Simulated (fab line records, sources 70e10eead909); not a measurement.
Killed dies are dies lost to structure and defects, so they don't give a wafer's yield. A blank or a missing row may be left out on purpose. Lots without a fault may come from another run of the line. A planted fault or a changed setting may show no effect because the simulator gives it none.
fab line records | flow nand_harc
record lots=5 wafers=15 last_day=24
route steps=1159 shown A_CONTACT@947 A_BLC@964
lots that met no fault: from a run of the same line without faults
start_h: hours from the record's first day to the start of the lot's first wafer shown | wait_h: hours since the lot's step before | " the same as in the row above | L1.1+2: a row that stands for several wafers | - no value, or no start given | * or withheld: withheld | < > ~ a bound
route shown NAME@n: a module of which the file shows steps, and the number in the route of the first | usual: mean/standard deviation of fault-free wafers | same: alike in all rows | chamber/n: place in a boat | sites: the reading at each site | _std_site: their standard deviation | _edge_site: outer sites' mean less inner sites' | radius_mm: how far each site lies from the wafer's centre | mask NAME#n: copy n | behind: the tool/chamber that last shaped the wafer | hold: why the lot was held/for how many hours/how that ended | device: the transistor (n, p or np) that didn't switch | end of line: the same wafers' tests at the end of the route | a step without rows: its recipe alone | killed: dies lost to structure and defects at the first sort, not the wafer's yield | map: a wafer's dies, x killed, . not, _ none there
set.NAME: the setting as run; set.NAME@STEP: as run at that earlier step | model.NAME: the simulator's own value behind a step, which no gauge read
lots at some steps of the route; a table a step, a row a wafer
services: from which hour (start_h, from the record's first day; less than 0 if before it) a tool's chamber was out of use, for how many hours, and why
## steps
# step NHARC_A_CONTACT_ETCH_138
# recipe source_w=withheld pressure_mtorr=20 bias_v=3000 time_s=132 target_depth_a=12890 ar_flow_sccm=withheld c4f8_flow_sccm=withheld o2_flow_sccm=withheld chemistry=C4F8/O2/Ar
# columns lot.wafer tool chamber start_h wait_h rf_hours_counter_h
L080.1 har_cap_etch-01 0 427.04 0.1 64
L080.4 " 0 " " -
L080.3 " 1 " " -
L079.4 har_cap_etch-02 1 427.98 0.1 -
L079.5 " 0 " " -
L079.6 " 1 " " -
L089.2 har_cap_etch-02 0 478.97 0.1 28
L089.3 " 0 " " -
L089.6 " 0 " " -
L090.1 har_cap_etch-01 1 493.10 0.1 77
L090.3 " 0 " " -
L090.5 " 1 " " -
L094.2 har_cap_etch-03 0 510.10 0.1 108
L094.1 " 1 " " 108
L094.3 " 0 " " -
# step NHARC_A_CONTACT_ETCH_139
# recipe source_w=withheld pressure_mtorr=20 bias_v=400 time_s=137 target_depth_a=5900 ar_flow_sccm=withheld c4f8_flow_sccm=11.5 o2_flow_sccm=7.2 chemistry=C4F8/O2/Ar
# columns lot.wafer tool chamber start_h wait_h rf_hours_counter_h
L080.1 har_cap_etch-01 0 427.17 0.1 64
L080.4 " 0 " " -
L080.3 " 1 " " -
L079.4 har_cap_etch-02 1 428.16 0.2 -
L079.5 " 0 " " -
L079.6 " 1 " " -
L089.2 har_cap_etch-02 0 479.09 0.1 28
L089.3 " 0 " " -
L089.6 " 0 " " -
L090.1 har_cap_etch-01 1 493.22 0.1 77
L090.3 " 0 " " -
L090.5 " 1 " " -
L094.2 har_cap_etch-03 0 510.27 0.1 108
L094.1 " 1 " " 108
L094.3 " 0 " " -
# step NHARC_A_CONTACT_ETCH_92
# recipe target_depth_a=400 over_etch_frac=0.5 time_s=85.7 ion_energy_ev=120 ch3f_flow_sccm=50 o2_flow_sccm=30 ar_flow_sccm=200 rf_w=500 bias_w=100 chemistry=CH3F/O2
# usual drypump_motor_current_A=5.6/0.39 oes_product_au=0.94/0.03 rf_vpp_V=243.8/1.6 showerhead_plenum_p_Torr=2.42/0.095 throttle_valve_pct=20.662/0.0082
# columns lot.wafer tool chamber start_h wait_h drypump_motor_current_A oes_product_au rf_hours_counter_h rf_vpp_V showerhead_plenum_p_Torr throttle_valve_pct
L080.3 rie_diel-01 0 427.59 0.3 5.8 0.90 36 244.1 2.51 20.670
L080.4 " 1 " " 5.3 0.92 40 246.6 2.62 20.667
L080.1 " 2 " " 6.1 0.93 35 246.3 2.49 20.668
L079.4 rie_diel-04 0 428.45 0.3 5.0 0.94 51 246.5 2.56 20.661
L079.5 " 0 " " 5.0 0.93 - 245.7 2.56 20.666
L079.6 " 1 " " 6.0 0.93 - 245.3 2.47 20.666
L089.2 rie_diel-03 1 479.49 0.4 5.4 0.92 16 244.9 2.51 20.650
L089.3 " 2 " " 6.2 0.95 16 241.7 2.28 20.662
L089.6 " 1 " " 5.4 0.93 - 243.5 2.51 20.665
L090.1 rie_diel-03 3 493.65 0.4 5.8 0.98 18 242.2 2.33 20.666
L090.3 " 2 " " 6.2 1.02 19 241.0 2.28 20.653
L090.5 " 0 " " 5.1 1.00 - 243.5 2.39 20.670
L094.2 rie_diel-04 2 510.74 0.4 5.4 0.98 15 243.4 2.38 20.660
L094.3 " 0 " " 5.0 1.00 15 246.1 2.55 20.682
L094.1 " 1 " " 5.9 1.00 15 245.0 2.46 20.654
# step NHARC_A_CONTACT_ETCH_98
# recipe target_depth_a=200 over_etch_frac=0.5 time_s=10 ion_energy_ev=250 c4f6_flow_sccm=25 o2_flow_sccm=20 ar_flow_sccm=500 rf_w=600 bias_w=500 chemistry=C4F6/O2
# usual drypump_motor_current_A=5.5/0.39 oes_product_au=0.956/0.024 rf_vpp_V=546/3.1 showerhead_plenum_p_Torr=3.87/0.14 throttle_valve_pct=26.903/0.0092
# columns lot.wafer tool chamber start_h wait_h drypump_motor_current_A oes_product_au rf_hours_counter_h rf_vpp_V showerhead_plenum_p_Torr throttle_valve_pct
L080.4 rie_diel-01 2 - - 6.2 0.947 35 548 3.96 26.887
L080.3 " 3 " " 5.0 0.956 37 543 3.69 26.898
L080.1 " 1 " " 5.3 0.960 40 551 4.16 26.894
L079.4 rie_diel-04 0 - - 5.0 0.959 51 551 4.08 26.895
L079.6 " 2 " " 5.4 0.927 - 543 3.83 26.916
L079.5 " 3 " " 5.6 0.927 - 546 3.93 26.920
L089.2 rie_diel-03 0 - - 5.2 0.933 16 546 3.83 26.907
L089.3 " 2 " " 6.2 0.969 16 541 3.66 26.916
L089.6 " 1 " " 5.4 0.945 - 549 4.00 26.902
L090.3 rie_diel-03 2 - - 6.2 1.019 19 543 3.65 26.913
L090.1 " 0 " " 5.1 0.993 19 546 3.82 26.903
L090.5 " 3 " " 5.7 0.980 - 542 3.72 26.907
L094.2 rie_diel-04 2 - - 5.4 0.984 15 544 3.81 26.890
L094.1 " 3 " " 5.6 0.963 14 547 3.91 26.900
L094.3 " 1 " " 6.0 0.995 15 547 3.92 26.910
# step NHARC_A_CONTACT_CD_MEAS_15
# usual cd_nm=90.1/0.61
# columns lot.wafer tool chamber start_h wait_h cd_nm
L080.1 cd_sem-01 - 427.90 - 89.5
L080.3 " - " " 90.0
L080.4 " - " " 89.9
L079.4 cd_sem-02 - 428.67 - 90.8
L079.5 " - " " 90.8
L079.6 " - " " 90.3
L089.2 cd_sem-02 - 479.71 - 89.7
L089.3 " - " " 89.3
L089.6 " - " " 90.0
L090.1 cd_sem-02 - 493.86 - 89.8
L090.3 " - " " 89.6
L090.5 " - " " 90.4
L094.1 cd_sem-02 - 510.96 - 89.8
L094.2 " - " " 91.0
L094.3 " - " " 90.1
# step NHARC_A_CONTACT_STRIP_107
# recipe n2_flow_sccm=150 h2_flow_sccm=150 ar_flow_sccm=0 bias_w=0 chemistry=N2/H2
# columns lot.wafer tool chamber start_h wait_h
L080.4+3+1 rie_diel-04 2,0,1 427.98 0.1
L079.4+6+5 rie_diel-03 1,1,2 428.74 0.1
L089.3+2+6 rie_diel-03 3,0,1 479.80 0.1
L090.1+3+5 rie_diel-04 3,2,0 493.94 0.1
L094.3+1+2 rie_diel-04 1,2,3 511.03 0.1
# step NHARC_A_CONTACT_STRIP_108
# recipe cf4_flow_sccm=100 chf3_flow_sccm=30 ar_flow_sccm=0 bias_w=0 chemistry=CF4/CHF3
# columns lot.wafer tool chamber start_h wait_h
L080.1+3+4 rie_diel-04 3,1,2 428.07 0.1
L079.4+6+5 rie_diel-03 1,1,2 428.87 0.1
L089.2+3+6 rie_diel-03 3,1,3 479.88 0.1
L090.1+3+5 rie_diel-04 2,3,3 494.18 0.2
L094.2+3+1 rie_diel-04 3,0,1 511.13 0.1
# step NHARC_A_CONTACT_STRIP_109
# recipe o2_flow_sccm=400 cos_flow_sccm=20 ar_flow_sccm=0 bias_w=0 chemistry=O2/COS
# columns lot.wafer tool chamber start_h wait_h
L080.3+1+4 rie_diel-04 1,3,0 428.13 0.1
L079.4+5+6 rie_diel-03 2,1,2 428.93 0.1
L089.2+3+6 rie_diel-03 2,3,1 480.29 0.4
L090.1+3+5 rie_diel-04 1,2,3 494.25 0.1
L094.1+2+3 rie_diel-04 0,1,2 511.19 0.1
# step NHARC_A_CONTACT_ETCH_110
# recipe target_depth_a=500 overetch_a=50 time_s=27.5 ion_energy_ev=100 cf4_flow_sccm=80 o2_flow_sccm=20 ar_flow_sccm=0 rf_w=300 bias_w=100 chemistry=CF4/O2
# usual drypump_motor_current_A=5.5/0.4 oes_o_777_au=1.001/0.0045 oes_product_au=0.996/0.015 rf_vpp_V=197.5/1.2 showerhead_plenum_p_Torr=1.32/0.051 throttle_valve_pct=13.397/0.011
# columns lot.wafer tool chamber start_h wait_h drypump_motor_current_A oes_o_777_au oes_product_au rf_hours_counter_h rf_vpp_V showerhead_plenum_p_Torr throttle_valve_pct
L080.3 rie_diel-04 3 428.19 0.1 5.6 1.004 0.981 50 197.5 1.34 13.393
L080.4 " 0 " " 5.0 1.003 1.017 51 199.8 1.39 13.397
L080.1 " 1 " " 5.9 0.994 1.008 52 198.7 1.34 13.400
L079.4 rie_diel-03 2 429.00 0.1 6.2 0.998 1.013 7 196.3 1.24 13.390
L079.6 " 0 " " 5.1 0.995 0.994 - 198.4 1.30 13.391
L079.5 " 1 " " 5.4 1.000 0.974 - 198.4 1.36 13.416
L089.2 rie_diel-03 0 480.34 0.1 5.1 1.012 0.980 17 197.4 1.30 13.389
L089.3 " 1 " " 5.4 1.005 0.976 16 198.2 1.36 13.402
L089.6 " 1 " " 5.4 1.003 0.983 - 198.9 1.36 13.389
L090.1 rie_diel-04 3 494.31 0.1 5.6 0.998 0.975 10 197.5 1.33 13.395
L090.3 " 0 " " 5.0 0.995 1.006 11 199.8 1.39 13.401
L090.5 " 2 " " 5.4 1.002 0.991 - 196.7 1.29 13.396
L094.1 rie_diel-04 1 511.25 0.1 5.9 1.002 0.997 15 197.4 1.33 13.400
L094.3 " 2 " " 5.4 0.998 0.979 15 198.1 1.29 13.391
L094.2 " 3 " " 5.6 1.000 0.970 14 197.2 1.33 13.403
# step NHARC_A_CONTACT_STRIP_26
# recipe o2_flow_sccm=500 ar_flow_sccm=0 bias_w=0 chemistry=O2
# usual drypump_motor_current_A=5.5/0.39 oes_product_au=0.995/0.014 rf_vpp_V=57.7/0.83 showerhead_plenum_p_Torr=3.50/0.13 throttle_valve_pct=17.038/0.0091
# columns lot.wafer tool chamber start_h wait_h drypump_motor_current_A oes_product_au rf_hours_counter_h rf_vpp_V showerhead_plenum_p_Torr throttle_valve_pct
L080.1 rie_diel-04 3 - - 5.6 0.980 50 57.3 3.54 17.024
L080.3 " 0 " " 5.0 1.002 51 59.8 3.67 17.022
L080.4 " 1 " " 6.0 1.012 52 57.3 3.54 17.052
L079.4 rie_diel-03 0 - - 5.1 1.000 6 58.7 3.44 17.034
L079.6 " 3 " " 5.8 0.975 - 57.8 3.35 17.051
L079.5 " 0 " " 5.1 0.999 - 57.3 3.44 17.040
L089.2 rie_diel-03 3 - - 5.8 0.987 16 57.9 3.34 17.048
L089.3 " 0 " " 5.1 0.989 17 58.5 3.44 17.030
L089.6 " 0 " " 5.1 0.990 - 56.4 3.44 17.049
L090.1 rie_diel-04 0 - - 5.0 1.013 11 57.0 3.66 17.038
L090.3 " 1 " " 6.0 0.990 11 57.8 3.53 17.035
L090.5 " 3 " " 5.6 0.982 - 57.6 3.52 17.040
L094.3 rie_diel-04 0 - - 5.0 1.006 15 58.3 3.65 17.041
L094.2 " 2 " " 5.4 0.988 15 57.7 3.42 17.042
L094.1 " 3 " " 5.6 0.984 14 57.3 3.52 17.038
# step NHARC_A_CONTACT_STRIP_27
# recipe time_s=600 temp_c=30 chemistry=post_etch_residue_remover
# columns lot.wafer tool chamber start_h wait_h
L080.1+3+4 wet_bench-04 5,6,7 428.57 -
L079.5+6+4 wet_bench-09 0,1,2 429.51 -
L089.3+2+6 wet_bench-03 0,1,5 480.72 -
L090.3+1+5 wet_bench-04 6,0,1 494.74 -
L094.2+3+1 wet_bench-03 0,2,5 511.63 -
# step NHARC_A_CONTACT_ALD_18
# recipe target_thk_a=30 pulse_time_s=1 ald_cycles=150 temp_c=450 material=TiN
# usual heater_power_w=1047/110 precursor_pulse_height_rel=1.003/0.02
# same ald_cycles=150
# columns lot.wafer tool chamber start_h wait_h heater_power_w precursor_pulse_height_rel
L080.1 ald_metal-01 2 428.86 - 1122 1.004
L080.4 " 3 " " 1004 0.994
L080.3 " 0 " " 1029 0.992
L079.4 ald_metal-02 2 429.77 - 1234 1.037
L079.5 " 2 " " 1226 0.996
L079.6 " 3 " " 977 0.982
L089.3 ald_metal-01 0 481.00 - 1014 1.013
L089.2 " 3 " " 1020 0.999
L089.6 " 0 " " 1013 1.033
L090.3 ald_metal-03 1 495.04 - 953 1.000
L090.1 " 2 " " 943 1.016
L090.5 " 0 " " 1060 0.990
L094.3 ald_metal-01 1 511.92 - 982 1.006
L094.2 " 2 " " 1126 1.036
L094.1 " 3 " " 1033 1.001
# step NHARC_A_CONTACT_CVD_19
# recipe target_thk_a=3000 temp_c=300 pressure_torr=40 wf6_flow_sccm=40 h2_flow_sccm=1600 ar_flow_sccm=1560 time_s=802 material=W
# usual heater_power_w=456/27 mfc_wf6_sccm=40.00/0.13 throttle_valve_pct=7.75/0.16
# columns lot.wafer tool chamber start_h wait_h heater_power_w mfc_wf6_sccm throttle_valve_pct
L080.1 cvd_w-02 0 - - 415 39.93 7.57
L080.4 " 1 " " 447 39.98 7.61
L080.3 " 0 " " 427 40.06 7.76
L079.4 cvd_w-02 0 - - 417 39.77 7.71
L079.6 " 0 " " 435 39.74 7.96
L079.5 " 1 " " 449 40.02 7.86
L089.2 cvd_w-02 1 - - 442 40.11 7.55
L089.3 " 1 " " 437 39.79 7.60
L089.6 " 1 " " 436 40.13 7.52
L090.1 cvd_w-02 0 - - 421 40.01 7.60
L090.3 " 1 " " 446 40.24 7.44
L090.5 " 0 " " 425 39.99 7.60
L094.1 cvd_w-01 1 - - 503 40.00 7.72
L094.2 " 0 " " 452 39.86 7.66
L094.3 " 1 " " 502 40.06 7.86
# step NHARC_A_CONTACT_CMP_20
# recipe t_overpolish_s=30 target_thk_nm=300
# usual motor_current_A=12.3/1 overpolish_run_s=30.000/0.0089 slurry_flow_ml_min=150.0/0.48 time_to_endpoint_s=59/3.2
# same t_overpolish_s=30
# columns lot.wafer tool chamber start_h wait_h motor_current_A overpolish_run_s slurry_flow_ml_min time_to_endpoint_s
L080.1 cmp-03 3 432.25 0.6 13.0 29.995 149.6 61
L080.3 " 0 " " 12.6 29.988 150.1 61
L080.4 " 1 " " 12.9 29.997 149.8 65
L079.4 cmp-03 3 433.03 0.5 12.6 30.010 150.3 64
L079.6 " 2 " " 13.2 30.002 149.7 61
L079.5 " 3 " " 13.3 30.005 149.6 64
L089.3 cmp-03 2 483.57 0.4 12.6 29.990 150.2 61
L089.2 " 0 " " 12.2 29.997 150.3 60
L089.6 " 3 " " 13.3 30.012 148.7 62
L090.3 cmp-01 0 500.48 0.4 11.1 29.992 149.9 58
L090.1 " 1 " " 13.6 30.010 151.0 65
L090.5 " 3 " " 13.3 30.007 150.7 65
L094.1 cmp-03 2 513.01 0.8 12.4 29.995 150.1 59
L094.2 " 3 " " 13.2 29.989 149.0 57
L094.3 " 1 " " 12.4 30.005 150.5 60
# step NHARC_A_CONTACT_SRD_22
# columns lot.wafer tool chamber start_h wait_h
L080.3+4+1 wet_bench-04 7,0,3 432.58 0.0
L079.6+5+4 wet_bench-04 4,6,7 433.33 0.0
L089.3+2+6 wet_bench-09 3,4,0 483.89 0.0
L090.3+5+1 wet_bench-04 0,1,4 500.76 0.0
L094.3+2+1 wet_bench-04 5,7,1 513.33 0.0
# step NHARC_A_CONTACT_INSPECT_23
# usual raw_defect_count=404/100
# columns lot.wafer tool chamber start_h wait_h raw_defect_count
L080.1 defect_inspect-01 - 432.66 0.1 303
L080.3 " - " " 394
L080.4 " - " " 248
L079.4 defect_inspect-02 - 433.42 0.1 375
L079.5 " - " " 358
L079.6 " - " " 316
L089.2 defect_inspect-01 - 483.97 0.1 502
L089.3 " - " " 514
L089.6 " - " " 439
L090.1 defect_inspect-01 - 500.84 0.1 247
L090.3 " - " " 295
L090.5 " - " " 359
L094.1 defect_inspect-01 - 513.42 0.1 684
L094.2 " - " " 398
L094.3 " - " " 544
# step NHARC_A_BLC_DEHYDRATE_00
# recipe temp_c=150 time_s=120
# usual resist_line_temp_C=23.01/0.099
# columns lot.wafer tool chamber start_h wait_h resist_line_temp_C
L080.1 litho_track-01 0 432.72 0.1 23.23
L080.3 " 0 " " 23.18
L080.4 " 0 " " 22.95
L079.4 litho_track-04 0 433.47 0.1 23.17
L079.5 " 0 " " 22.97
L079.6 " 0 " " 23.04
L089.2 litho_track-06 0 484.03 0.1 23.11
L089.3 " 0 " " 23.08
L089.6 " 0 " " 23.03
L090.1 litho_track-04 0 500.89 0.1 22.90
L090.3 " 0 " " 23.04
L090.5 " 0 " " 22.96
L094.1 litho_track-06 0 513.47 0.1 23.03
L094.2 " 0 " " 23.18
L094.3 " 0 " " 22.95
# step NHARC_A_BLC_HMDS_01
# recipe time_s=30
# usual resist_line_temp_C=23.00/0.1
# columns lot.wafer tool chamber start_h wait_h resist_line_temp_C
L080.1 litho_track-01 0 - - 22.86
L080.3 " 0 " " 22.75
L080.4 " 0 " " 22.89
L079.4 litho_track-04 0 - - 22.95
L079.5 " 0 " " 22.98
L079.6 " 0 " " 23.21
L089.2 litho_track-06 0 - - 23.02
L089.3 " 0 " " 23.15
L089.6 " 0 " " 22.94
L090.1 litho_track-04 0 - - 23.14
L090.3 " 0 " " 22.94
L090.5 " 0 " " 23.15
L094.1 litho_track-06 0 - - 22.95
L094.2 " 0 " " 22.97
L094.3 " 0 " " 23.08
# step NHARC_A_BLC_COAT_02
# recipe temp_c=260 time_s=75
# usual resist_line_temp_C=22.98/0.1
# columns lot.wafer tool chamber start_h wait_h resist_line_temp_C
L080.1 litho_track-01 0 - - 23.05
L080.3 " 0 " " 23.00
L080.4 " 0 " " 23.00
L079.4 litho_track-04 0 - - 22.89
L079.5 " 0 " " 22.94
L079.6 " 0 " " 23.04
L089.2 litho_track-06 0 - - 23.03
L089.3 " 0 " " 23.21
L089.6 " 0 " " 23.14
L090.1 litho_track-04 0 - - 23.02
L090.3 " 0 " " 22.91
L090.5 " 0 " " 22.97
L094.1 litho_track-06 0 - - 22.98
L094.2 " 0 " " 23.19
L094.3 " 0 " " 23.09
# step NHARC_A_BLC_COAT_03
# recipe temp_c=225 time_s=65
# usual resist_line_temp_C=22.99/0.086
# columns lot.wafer tool chamber start_h wait_h resist_line_temp_C
L080.1 litho_track-01 0 - - 23.07
L080.3 " 0 " " 23.04
L080.4 " 0 " " 23.04
L079.4 litho_track-04 0 - - 23.01
L079.5 " 0 " " 23.00
L079.6 " 0 " " 23.09
L089.2 litho_track-06 0 - - 23.06
L089.3 " 0 " " 23.05
L089.6 " 0 " " 22.91
L090.1 litho_track-04 0 - - 23.15
L090.3 " 0 " " 23.10
L090.5 " 0 " " 23.13
L094.1 litho_track-06 0 - - 23.04
L094.2 " 0 " " 22.92
L094.3 " 0 " " 23.05
# step NHARC_A_BLC_COAT_04
# recipe spin_rpm=1500 resist_thk_nm=90
# usual resist_line_temp_C=23.01/0.11
# columns lot.wafer tool chamber start_h wait_h resist_line_temp_C
L080.1 litho_track-01 0 - - 22.77
L080.3 " 0 " " 22.99
L080.4 " 0 " " 22.91
L079.4 litho_track-04 0 - - 23.07
L079.5 " 0 " " 23.14
L079.6 " 0 " " 22.96
L089.2 litho_track-06 0 - - 23.08
L089.3 " 0 " " 23.22
L089.6 " 0 " " 23.07
L090.1 litho_track-04 0 - - 22.99
L090.3 " 0 " " 23.12
L090.5 " 0 " " 23.07
L094.1 litho_track-06 0 - - 23.01
L094.2 " 0 " " 22.96
L094.3 " 0 " " 22.94
# step NHARC_A_BLC_SOFTBAKE_05
# recipe temp_c=105 time_s=55
# usual resist_line_temp_C=23.01/0.12
# columns lot.wafer tool chamber start_h wait_h resist_line_temp_C
L080.1 litho_track-01 0 - - 22.88
L080.3 " 0 " " 22.88
L080.4 " 0 " " 22.89
L079.4 litho_track-04 0 - - 22.90
L079.5 " 0 " " 22.91
L079.6 " 0 " " 22.80
L089.2 litho_track-06 0 - - 23.01
L089.3 " 0 " " 23.00
L089.6 " 0 " " 22.92
L090.1 litho_track-04 0 - - 22.92
L090.3 " 0 " " 23.06
L090.5 " 0 " " 22.96
L094.1 litho_track-06 0 - - 23.00
L094.2 " 0 " " 23.02
L094.3 " 0 " " 23.08
# step NHARC_A_BLC_EBR_06
# usual resist_line_temp_C=23.01/0.11
# columns lot.wafer tool chamber start_h wait_h resist_line_temp_C
L080.1 litho_track-01 0 - - 23.07
L080.3 " 0 " " 22.93
L080.4 " 0 " " 23.07
L079.4 litho_track-04 0 - - 22.90
L079.5 " 0 " " 23.04
L079.6 " 0 " " 22.97
L089.2 litho_track-06 0 - - 23.01
L089.3 " 0 " " 23.15
L089.6 " 0 " " 22.93
L090.1 litho_track-04 0 - - 22.84
L090.3 " 0 " " 23.16
L090.5 " 0 " " 22.84
L094.1 litho_track-06 0 - - 23.08
L094.2 " 0 " " 23.10
L094.3 " 0 " " 23.03
# step NHARC_A_BLC_EXPOSE_07
# recipe na=1.35 target_cd_nm=100 dose_mj=67.97 mask_id=A_BLC
# columns lot.wafer tool chamber start_h wait_h mask
L080.1+3+4 arfi_scanner-03 0 433.03 - A_BLC#0
L079.4+5+6 arfi_scanner-02 0 433.80 - A_BLC#0
L089.2+3+6 arfi_scanner-02 0 484.35 - A_BLC#0
L090.1+3+5 arfi_scanner-01 0 501.20 - A_BLC#0
L094.1+2+3 arfi_scanner-01 0 513.66 - A_BLC#0
# step NHARC_A_BLC_PEB_08
# recipe peb_temp_c=100 peb_time_s=65
# usual resist_line_temp_C=22.99/0.1
# columns lot.wafer tool chamber start_h wait_h resist_line_temp_C
L080.1 litho_track-04 0 433.09 0.1 22.79
L080.3 " 0 " " 22.99
L080.4 " 0 " " 23.04
L079.4 litho_track-06 0 433.85 0.0 23.15
L079.5 " 0 " " 23.11
L079.6 " 0 " " 22.93
L089.2 litho_track-04 0 484.40 0.1 22.90
L089.3 " 0 " " 22.99
L089.6 " 0 " " 23.06
L090.1 litho_track-01 0 501.26 0.1 22.95
L090.3 " 0 " " 22.88
L090.5 " 0 " " 22.82
L094.1 litho_track-01 0 513.72 0.1 22.99
L094.2 " 0 " " 23.04
L094.3 " 0 " " 22.92
# step NHARC_A_BLC_DEVELOP_09
# recipe develop_time_s=35 dev_temp_c=23
# usual resist_line_temp_C=23.00/0.11
# columns lot.wafer tool chamber start_h wait_h resist_line_temp_C
L080.1 litho_track-04 0 - - 22.98
L080.3 " 0 " " 22.97
L080.4 " 0 " " 23.03
L079.4 litho_track-06 0 - - 22.91
L079.5 " 0 " " 23.15
L079.6 " 0 " " 23.04
L089.2 litho_track-04 0 - - 22.91
L089.3 " 0 " " 23.03
L089.6 " 0 " " 22.95
L090.1 litho_track-01 0 - - 23.05
L090.3 " 0 " " 23.02
L090.5 " 0 " " 23.03
L094.1 litho_track-01 0 - - 23.00
L094.2 " 0 " " 23.04
L094.3 " 0 " " 22.93
# step NHARC_A_BLC_CD_MEAS_10
# recipe target_cd_nm=100 landing_energy_ev=500
# usual cd_nm=100.1/0.78
# columns lot.wafer tool chamber start_h wait_h cd_nm
L080.1 cd_sem-02 0 433.17 - 100.1
L080.3 " 0 " " 100.3
L080.4 " 0 " " 101.4
L079.4 cd_sem-02 0 433.93 - 99.6
L079.5 " 0 " " 100.7
L079.6 " 0 " " 101.7
L089.2 cd_sem-01 0 484.48 - 99.7
L089.3 " 0 " " 100.2
L089.6 " 0 " " 99.8
L090.1 cd_sem-03 0 501.34 - 99.9
L090.3 " 0 " " 100.8
L090.5 " 0 " " 99.4
L094.1 cd_sem-03 0 513.80 - 100.4
L094.2 " 0 " " 100.8
L094.3 " 0 " " 99.0
# step NHARC_A_BLC_OVL_MEAS_11
# usual overlay_x_nm=-0.1/0.83 overlay_y_nm=-0.2/0.82
# columns lot.wafer tool chamber start_h wait_h overlay_x_nm overlay_y_nm
L080.1 overlay-02 - 433.26 - -0.5 -0.5
L080.3 " - " " -0.5 -0.4
L080.4 " - " " -0.3 -0.2
L079.4 overlay-01 - 434.01 - 0.3 0.9
L079.5 " - " " 0.1 0.5
L079.6 " - " " -0.5 1.1
L089.2 overlay-02 - 484.57 - -0.6 0.7
L089.3 " - " " -0.4 0.4
L089.6 " - " " -1.1 0.4
L090.1 overlay-01 - 501.43 - 0.0 -0.9
L090.3 " - " " 0.3 -1.1
L090.5 " - " " -0.2 -1.3
L094.1 overlay-01 - 513.89 - -0.6 -0.2
L094.2 " - " " -0.7 0.0
L094.3 " - " " -0.8 -0.6
# step NHARC_A_BLC_INSPECT_12
# usual raw_defect_count=32/13
# columns lot.wafer tool chamber start_h wait_h raw_defect_count
L080.1 defect_inspect-01 - 433.29 0.0 31
L080.3 " - " " 30
L080.4 " - " " 24
L079.4 defect_inspect-02 - 434.05 0.0 32
L079.5 " - " " 26
L079.6 " - " " 32
L089.2 defect_inspect-01 - 484.61 0.0 35
L089.3 " - " " 43
L089.6 " - " " 35
L090.1 defect_inspect-01 - 501.47 0.0 25
L090.3 " - " " 35
L090.5 " - " " 33
L094.1 defect_inspect-01 - 513.92 0.0 23
L094.2 " - " " 29
L094.3 " - " " 14
# step NHARC_A_BLC_DESCUM_15
# recipe time_s=3 o2_flow_sccm=200 ar_flow_sccm=0 bias_power_w=0 chemistry=O2
# usual drypump_motor_current_A=5.7/0.57 oes_product_au=0.995/0.012 rf_vpp_V=57.8/0.91 showerhead_plenum_p_Torr=1.92/0.1 throttle_valve_pct=11.311/0.0089
# columns lot.wafer tool chamber start_h wait_h drypump_motor_current_A oes_product_au rf_hours_counter_h rf_vpp_V showerhead_plenum_p_Torr throttle_valve_pct
L080.3 rie_diel-06 3 433.35 0.1 5.1 0.982 0 58.2 1.88 11.322
L080.4 " 0 " " 4.9 0.976 0 58.0 2.04 11.314
L080.1 " 1 " " 6.6 0.990 0 58.4 1.79 11.311
L079.4 rie_diel-08 0 434.12 0.1 5.6 1.011 14 57.9 1.83 11.316
L079.6 " 3 " " 5.7 0.991 - 56.2 1.95 11.302
L079.5 " 0 " " 5.6 1.007 - 56.9 1.83 11.330
L089.2 rie_diel-06 3 484.67 0.1 5.1 0.995 5 59.3 1.88 11.308
L089.3 " 0 " " 4.9 0.989 6 58.1 2.03 11.300
L089.6 " 3 " " 5.1 0.992 - 58.4 1.88 11.303
L090.1 rie_diel-06 1 501.55 0.1 6.6 0.995 7 56.7 1.79 11.327
L090.3 " 2 " " 5.9 0.998 7 58.6 2.03 11.313
L090.5 " 0 " " 4.9 0.988 - 59.6 2.03 11.319
L094.2 rie_diel-02 1 513.98 0.1 6.3 0.975 0 58.3 1.80 11.312
L094.3 " 3 " " 5.2 1.005 0 57.3 1.78 11.305
L094.1 " 0 " " 6.2 0.988 0 58.3 2.08 11.290
# step NHARC_A_BLC_ETCH_16
# recipe target_depth_a=390 over_etch_frac=0.3 time_s=65 ion_energy_ev=80 cf4_flow_sccm=150 ar_flow_sccm=0 rf_w=300 bias_w=100 chemistry=CF4
# usual drypump_motor_current_A=5.6/0.56 oes_product_au=0.994/0.012 rf_vpp_V=151.4/1.3 showerhead_plenum_p_Torr=1.77/0.086 throttle_valve_pct=13.282/0.0094
# columns lot.wafer tool chamber start_h wait_h drypump_motor_current_A oes_product_au rf_hours_counter_h rf_vpp_V showerhead_plenum_p_Torr throttle_valve_pct
L080.3 rie_diel-06 1 433.45 0.1 6.6 0.995 0 152.8 1.66 13.277
L080.4 " 2 " " 5.9 1.009 0 152.3 1.87 13.280
L080.1 " 3 " " 5.1 0.983 0 150.5 1.74 13.277
L079.4 rie_diel-08 3 434.21 0.1 5.7 0.980 12 151.6 1.80 13.265
L079.5 " 0 " " 5.5 1.004 - 150.8 1.70 13.277
L079.6 " 1 " " 5.4 0.992 - 151.2 1.68 13.256
L089.2 rie_diel-06 2 484.75 0.1 6.0 1.001 5 153.3 1.87 13.295
L089.3 " 1 " " 6.6 0.990 5 150.8 1.66 13.288
L089.6 " 2 " " 6.0 1.003 - 152.7 1.87 13.265
L090.1 rie_diel-06 3 501.61 0.1 5.1 0.991 8 151.0 1.74 13.269
L090.3 " 2 " " 6.0 1.007 7 152.7 1.87 13.277
L090.5 " 0 " " 4.9 0.999 - 153.5 1.87 13.286
L094.3 rie_diel-02 3 514.09 0.1 5.2 1.001 0 151.4 1.65 13.282
L094.2 " 0 " " 6.2 0.995 0 152.7 1.91 13.294
L094.1 " 1 " " 6.3 0.971 0 151.2 1.67 13.286
## services
# columns tool chamber start_h hours kind
cmp-03 - 405.59 4.0 pm
rie_diel-06 - 418.20 9.0 pm
arfi_scanner-02 - 428.00 4.0 pm
arfi_scanner-01 - 430.00 0.8 repair
ald_metal-01 - 434.64 0.7 repair
arfi_scanner-02 - 440.27 0.8 repair
litho_track-01 - 443.00 7.0 pm
cmp-03 - 443.60 0.5 repair
wet_bench-03 - 451.58 5.1 repair
ald_metal-01 2 457.55 30.6 repair
ald_metal-01 - 458.00 10.0 pm
wet_bench-09 - 464.84 8.0 pm
cmp-03 - 465.08 2.7 repair
rie_diel-04 - 465.97 9.0 pm
litho_track-06 - 467.00 7.0 pm
rie_diel-02 2 467.67 16.4 repair
rie_diel-08 1 468.33 24.8 repair
rie_diel-08 - 478.87 9.0 pm
rie_diel-03 3 487.55 4.3 repair
litho_track-04 - 491.00 7.0 pm
rie_diel-01 - 491.88 9.0 pm
wet_bench-03 - 498.40 8.0 pm
arfi_scanner-02 - 501.21 0.5 repair
cmp-03 - 503.59 4.0 pm
## key
fault none
